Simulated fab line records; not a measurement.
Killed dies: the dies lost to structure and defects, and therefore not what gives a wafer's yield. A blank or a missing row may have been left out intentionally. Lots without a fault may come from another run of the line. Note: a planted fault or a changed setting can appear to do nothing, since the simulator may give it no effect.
What tool caused it? :: flow n5-finfet :: 33 wafers from 12 lots sampled at 4 of the route's 1938 steps

## WHAT THE GAUGES READ, wafer by wafer
N5_BEOL_M8_OVL_MEAS_12.
lot: L940
measured: day 11 14:43
on: overlay-02
M8_OVL (nm): -0.2 1.3 0.6

lot: L943
measured: day 11 17:20
on: overlay-01
M8_OVL (nm): -1.3 -0.9 -0.8

lot: L942
measured: day 11 23:25
on: overlay-01
M8_OVL (nm): 0.0 0.2 -0.3

lot: L944
measured: day 12 06:48
on: overlay-01
M8_OVL (nm): 0.4 0.3 0.1

lot: L948
measured: day 12 19:12
on: overlay-01
M8_OVL (nm): -0.6 0.1

lot: L952
measured: day 14 14:07
on: overlay-01
M8_OVL (nm): 0.5 0.6 -0.3

lot: L954
measured: day 14 17:31
on: overlay-02
M8_OVL (nm): -0.3 0.3

lot: L951
measured: day 14 23:28
on: overlay-02
M8_OVL (nm): -1.5 -0.5 -1.8

lot: L958
measured: day 15 15:58
on: overlay-02
M8_OVL (nm): -0.6 -0.4

lot: L957
measured: day 15 19:25
on: overlay-02
M8_OVL (nm): 0.1 -0.6 0.2

lot: L961
measured: day 16 11:54
on: overlay-01
M8_OVL (nm): -1.8 -2.1 -1.8

lot: L962
measured: day 17 02:04
on: overlay-01
M8_OVL (nm): -0.1 -0.7 0.0

## TOOL THAT RAN EACH LOT (tool first, then ch and the chambers of the sampled wafers, then the start)
lot: L940
N5_BEOL_M7_STRIP_36: rie-diel-02 ch 0,1,3, day 11 09:40
N5_BEOL_M7_ANNEAL_51: rtp-anneal-02 ch 0, day 11 11:58
N5_BEOL_M8_COAT_05: litho-track-02 ch 0, day 11 14:26

lot: L943
N5_BEOL_M7_STRIP_36: rie-diel-03 ch 0,1,2, day 11 11:04
N5_BEOL_M7_ANNEAL_51: rtp-anneal-01 ch 0, day 11 13:53
N5_BEOL_M8_COAT_05: litho-track-02 ch 0, day 11 16:56

lot: L942
N5_BEOL_M7_STRIP_36: rie-diel-06 ch 0,1,2, day 11 17:34
N5_BEOL_M7_ANNEAL_51: rtp-anneal-02 ch 0, day 11 21:11
N5_BEOL_M8_COAT_05: litho-track-01 ch 0, day 11 23:01

lot: L944
N5_BEOL_M7_STRIP_36: rie-diel-02 ch 0,2, day 12 02:27
N5_BEOL_M7_ANNEAL_51: rtp-anneal-02 ch 0, day 12 04:17
N5_BEOL_M8_COAT_05: litho-track-01 ch 0, day 12 06:32

lot: L948
N5_BEOL_M7_STRIP_36: rie-diel-02 ch 2,3, day 12 12:28
N5_BEOL_M7_ANNEAL_51: rtp-anneal-01 ch 0, day 12 15:35
N5_BEOL_M8_COAT_05: litho-track-03 ch 0, day 12 18:56

lot: L952
N5_BEOL_M7_STRIP_36: rie-diel-03 ch 0,1,2, day 14 08:59
N5_BEOL_M7_ANNEAL_51: rtp-anneal-02 ch 0, day 14 11:06
N5_BEOL_M8_COAT_05: litho-track-01 ch 0, day 14 13:43

lot: L954
N5_BEOL_M7_STRIP_36: rie-diel-03 ch 1,3, day 14 12:16
N5_BEOL_M7_ANNEAL_51: rtp-anneal-01 ch 0, day 14 14:25
N5_BEOL_M8_COAT_05: litho-track-02 ch 0, day 14 17:07

lot: L951
N5_BEOL_M7_STRIP_36: rie-diel-06 ch 0,1,3, day 14 18:22
N5_BEOL_M7_ANNEAL_51: rtp-anneal-02 ch 0, day 14 20:50
N5_BEOL_M8_COAT_05: litho-track-01 ch 0, day 14 23:11

lot: L958
N5_BEOL_M7_STRIP_36: rie-diel-06 ch 1, day 15 08:30
N5_BEOL_M7_ANNEAL_51: rtp-anneal-02 ch 0, day 15 12:10
N5_BEOL_M8_COAT_05: litho-track-03 ch 0, day 15 15:34

lot: L957
N5_BEOL_M7_STRIP_36: rie-diel-03 ch 1,2, day 15 11:41
N5_BEOL_M7_ANNEAL_51: rtp-anneal-01 ch 0, day 15 15:16
N5_BEOL_M8_COAT_05: litho-track-03 ch 0, day 15 19:07

lot: L961
N5_BEOL_M7_STRIP_36: rie-diel-06 ch 0,3, day 16 07:31
N5_BEOL_M7_ANNEAL_51: rtp-anneal-02 ch 0, day 16 09:16
N5_BEOL_M8_COAT_05: litho-track-02 ch 0, day 16 11:30

lot: L962
N5_BEOL_M7_STRIP_36: rie-diel-02 ch 0,2, day 16 17:33
N5_BEOL_M7_ANNEAL_51: rtp-anneal-01 ch 0, day 16 23:58
N5_BEOL_M8_COAT_05: litho-track-03 ch 0, day 17 01:40
- N5_BEOL_M7_STRIP_36: strips in N2/H2.
- N5_BEOL_M7_ANNEAL_51: time 90 s.
- N5_BEOL_M8_COAT_05: resist thk 90 nm.

## AS READ BY THE TOOLS THEMSELVES (means over the sampled wafers that have a number; for cases with no such wafer, the mark the record gives instead)
N5_BEOL_M7_STRIP_36.
lot: L940
tool: rie-diel-02
drypump-motor-current-A (A): 5.5
n2-flow-sccm (sccm): 200.4
oes-product-au (a.u.): 0.79
rf-vpp-V (V): 60.2
showerhead-plenum-p-Torr (Torr): 2.51
temp-c (C): 39.88
throttle-valve-pct (%): 23.5

lot: L943
tool: rie-diel-03
drypump-motor-current-A (A): 5.9
n2-flow-sccm (sccm): 199.7
oes-product-au (a.u.): 0.75
rf-vpp-V (V): 59.1
showerhead-plenum-p-Torr (Torr): 2.58
temp-c (C): 40.09
throttle-valve-pct (%): 23.7

lot: L942
tool: rie-diel-06
drypump-motor-current-A (A): 5.6
n2-flow-sccm (sccm): 200.3
oes-product-au (a.u.): 0.83
rf-vpp-V (V): 59.9
showerhead-plenum-p-Torr (Torr): 2.46
temp-c (C): 40.02
throttle-valve-pct (%): 23.5

lot: L944
tool: rie-diel-02
drypump-motor-current-A (A): 5.5
n2-flow-sccm (sccm): 200.2
oes-product-au (a.u.): 0.77
rf-vpp-V (V): 59.7
showerhead-plenum-p-Torr (Torr): 2.47
temp-c (C): 40.18
throttle-valve-pct (%): 23.7

lot: L948
tool: rie-diel-02
drypump-motor-current-A (A): 5.7
n2-flow-sccm (sccm): 199.6
oes-product-au (a.u.): 0.72
rf-vpp-V (V): 60.0
showerhead-plenum-p-Torr (Torr): 2.45
temp-c (C): 39.94
throttle-valve-pct (%): 23.6

lot: L952
tool: rie-diel-03
drypump-motor-current-A (A): 6.0
n2-flow-sccm (sccm): 200.5
oes-product-au (a.u.): 0.84
rf-vpp-V (V): 58.9
showerhead-plenum-p-Torr (Torr): 2.57
temp-c (C): 39.99
throttle-valve-pct (%): 23.6

lot: L954
tool: rie-diel-03
drypump-motor-current-A (A): 5.7
n2-flow-sccm (sccm): 200.3
oes-product-au (a.u.): 0.73
rf-vpp-V (V): 58.4
showerhead-plenum-p-Torr (Torr): 2.56
temp-c (C): 40.17
throttle-valve-pct (%): 23.8

lot: L951
tool: rie-diel-06
drypump-motor-current-A (A): 5.6
n2-flow-sccm (sccm): 200.6
oes-product-au (a.u.): 0.78
rf-vpp-V (V): 58.5
showerhead-plenum-p-Torr (Torr): 2.50
temp-c (C): 39.94
throttle-valve-pct (%): 23.4

lot: L958
tool: rie-diel-06
drypump-motor-current-A (A): 5.4
n2-flow-sccm (sccm): 200.3
oes-product-au (a.u.): 0.81
rf-vpp-V (V): 57.8
showerhead-plenum-p-Torr (Torr): 2.54
temp-c (C): 40.11
throttle-valve-pct (%): 23.3

lot: L957
tool: rie-diel-03
drypump-motor-current-A (A): 6.1
n2-flow-sccm (sccm): 199.7
oes-product-au (a.u.): 0.79
rf-vpp-V (V): 57.2
showerhead-plenum-p-Torr (Torr): 2.54
temp-c (C): 40.13
throttle-valve-pct (%): 23.3

lot: L961
tool: rie-diel-06
drypump-motor-current-A (A): 5.7
n2-flow-sccm (sccm): 200.6
oes-product-au (a.u.): 0.73
rf-vpp-V (V): 58.6
showerhead-plenum-p-Torr (Torr): 2.48
temp-c (C): 39.89
throttle-valve-pct (%): 23.5

lot: L962
tool: rie-diel-02
drypump-motor-current-A (A): 5.5
n2-flow-sccm (sccm): 200.1
oes-product-au (a.u.): 0.72
rf-vpp-V (V): 59.5
showerhead-plenum-p-Torr (Torr): 2.47
temp-c (C): 40.04
throttle-valve-pct (%): 23.7

N5_BEOL_M7_ANNEAL_51.
lot: L940
tool: rtp-anneal-02
wafer_temp_C_max: 226.1

lot: L943
tool: rtp-anneal-01
wafer_temp_C_max: 225.7

lot: L942
tool: rtp-anneal-02
wafer_temp_C_max: 225.8

lot: L944
tool: rtp-anneal-02
wafer_temp_C_max: 226.1

lot: L948
tool: rtp-anneal-01
wafer_temp_C_max: 225.9

lot: L952
tool: rtp-anneal-02
wafer_temp_C_max: 225.9

lot: L954
tool: rtp-anneal-01
wafer_temp_C_max: 225.5

lot: L951
tool: rtp-anneal-02
wafer_temp_C_max: 225.7

lot: L958
tool: rtp-anneal-02
wafer_temp_C_max: 226.2

lot: L957
tool: rtp-anneal-01
wafer_temp_C_max: 225.8

lot: L961
tool: rtp-anneal-02
wafer_temp_C_max: 226.2

lot: L962
tool: rtp-anneal-01
wafer_temp_C_max: 225.6

N5_BEOL_M8_COAT_05.
lot: L940
tool: litho-track-02
exhaust-pa (Pa): 44.9
spin-speed-rpm (rpm): 1501.0

lot: L943
tool: litho-track-02
exhaust-pa (Pa): 46.3
spin-speed-rpm (rpm): 1500.8

lot: L942
tool: litho-track-01
exhaust-pa (Pa): 45.8
spin-speed-rpm (rpm): 1499.6

lot: L944
tool: litho-track-01
exhaust-pa (Pa): 44.7
spin-speed-rpm (rpm): 1500.0

lot: L948
tool: litho-track-03
exhaust-pa (Pa): 45.1
spin-speed-rpm (rpm): 1500.6

lot: L952
tool: litho-track-01
exhaust-pa (Pa): 45.3
spin-speed-rpm (rpm): 1424.8

lot: L954
tool: litho-track-02
exhaust-pa (Pa): 46.5
spin-speed-rpm (rpm): 1500.3

lot: L951
tool: litho-track-01
exhaust-pa (Pa): 45.5
spin-speed-rpm (rpm): 1425.1

lot: L958
tool: litho-track-03
exhaust-pa (Pa): 45.5
spin-speed-rpm (rpm): 1499.9

lot: L957
tool: litho-track-03
exhaust-pa (Pa): 45.1
spin-speed-rpm (rpm): 1498.9

lot: L961
tool: litho-track-02
exhaust-pa (Pa): 44.6
spin-speed-rpm (rpm): 1500.0

lot: L962
tool: litho-track-03
exhaust-pa (Pa): 45.6
spin-speed-rpm (rpm): 1499.8

## THE ANSWER, worked out from the rows above alone
Rule: usual is defined by the lots themselves. The widest of any qualifying gaps counts: lots, ordered by their means at a reading, are off when they make up no more than a third of the lots, leave a main group of 4 or more, and stand apart from it by 3 or more times the standard deviation of that group's means. The tables above print the reading to a certain number of digits; a main group whose means all agree to those digits is not used. Also off: a lot with no number at a reading for which 4 or more lots have one. Where the step has rows for the other lots, those lots are counted as sound. After the gauges, taken in route order, come the tools' own readings; for these a lot's mean is taken, as printed above. The first step at which some lot is off is used, and at that step the reading that is off furthest; a lot without a number counts as furthest.
Off, at N5_BEOL_M8_COAT_05 on spin-speed-rpm: L952, L951. For the main group the mean is 1500.1 rpm and the standard deviation 0.59.
If a tool, at that step or one of the process steps before it, ran each lot that is off and ran no sound lot following the first of them, it fits. One fits: N5_BEOL_M8_COAT_05 on litho-track-01. A fault onset in the window from L944 (day 12 06:32, its last sound lot) to L952 (day 14 13:43, its first lot off) fits.
The tool's own readings at N5_BEOL_M8_COAT_05 bear it out: on the lots that are off they differ by more than 5 times the standard deviation of the sound lots' means. spin-speed-rpm reads 1424.9 rpm there against 1500.1 rpm on the sound lots.

## WHAT THE SIMULATOR HAD PUT IN
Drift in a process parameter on litho-track-01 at N5_BEOL_M8_COAT_05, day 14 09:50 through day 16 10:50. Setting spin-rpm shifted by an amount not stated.
Lots struck among those shown: L952, L951. The same result came from the rule above.
